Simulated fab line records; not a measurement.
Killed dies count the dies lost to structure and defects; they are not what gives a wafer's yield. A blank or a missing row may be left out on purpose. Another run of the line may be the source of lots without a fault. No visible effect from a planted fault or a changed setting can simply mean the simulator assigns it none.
Matching of chambers :: flow n5-finfet :: N5_FIN_CUT_CUT_ETCH_28 on rie-si-01: 4 sister chambers
The step etches Si in HBr/Cl2/O2, target depth 6 nm, time 2.4 s. 7 wafers are shown with their chamber, then 9 later ones without.

== EACH WAFER AND ITS CHAMBER ==
wafer: L079.1
chamber: 3
throttle-valve-pct (%): 37.37
oes_o_777_au (a.u.): 0.964

wafer: L082.1
chamber: 0
throttle-valve-pct (%): 37.59
oes_o_777_au (a.u.): 1.019

wafer: L082.4
chamber: 1
throttle-valve-pct (%): 37.09
oes_o_777_au (a.u.): 0.994

wafer: L082.6
chamber: 2
throttle-valve-pct (%): 37.20
oes_o_777_au (a.u.): 0.997

wafer: L086.1
chamber: 2
throttle-valve-pct (%): 37.19
oes_o_777_au (a.u.): 0.999

wafer: L086.2
chamber: 1
throttle-valve-pct (%): 37.10
oes_o_777_au (a.u.): 0.989

wafer: L086.4
chamber: 0
throttle-valve-pct (%): 37.59
oes_o_777_au (a.u.): 1.013

== WAFERS WITHOUT THEIR CHAMBER ==
wafer: L087.2
throttle-valve-pct (%): 37.38
oes_o_777_au (a.u.): 0.971

wafer: L087.5
throttle-valve-pct (%): 37.38
oes_o_777_au (a.u.): 0.950

wafer: L087.6
throttle-valve-pct (%): 37.18
oes_o_777_au (a.u.): 1.001

wafer: L092.1
throttle-valve-pct (%): 37.57
oes_o_777_au (a.u.): 1.013

wafer: L092.4
throttle-valve-pct (%): 37.10
oes_o_777_au (a.u.): 1.000

wafer: L092.6
throttle-valve-pct (%): 37.59
oes_o_777_au (a.u.): 1.011

wafer: L097.1
throttle-valve-pct (%): 37.39
oes_o_777_au (a.u.): 0.963

wafer: L097.4
throttle-valve-pct (%): 37.10
oes_o_777_au (a.u.): 0.994

wafer: L097.5
throttle-valve-pct (%): 37.20
oes_o_777_au (a.u.): 1.000

== WHICH CHAMBER EACH WENT THROUGH ==
wafer: L087.2
from the rows above: 3
in truth: 3

wafer: L087.5
from the rows above: 3
in truth: 3

wafer: L087.6
from the rows above: 2
in truth: 2

wafer: L092.1
from the rows above: 0
in truth: 0

wafer: L092.4
from the rows above: 1
in truth: 1

wafer: L092.6
from the rows above: 0
in truth: 0

wafer: L097.1
from the rows above: 3
in truth: 3

wafer: L097.4
from the rows above: 1
in truth: 1

wafer: L097.5
from the rows above: 2
in truth: 2
9 of 9 placed correctly. Number that these rows cannot place: 0. Placed wrongly: 0.
How it was worked out, from the rows above alone: a wafer's distance from a chamber is the root of the sum, over the readings, of the square of ((its reading less the chamber's mean) divided by the reading's scatter). If the next closest chamber is less than 2 further off than the closest, the wafer can't be placed; otherwise it belongs to the closest. For every chamber, the mean is computed from those of its wafers that are shown. The scatter: take each reading less its chamber's mean, square it, sum over the shown wafers, divide by the number of wafers less the number of chambers, and take the root.
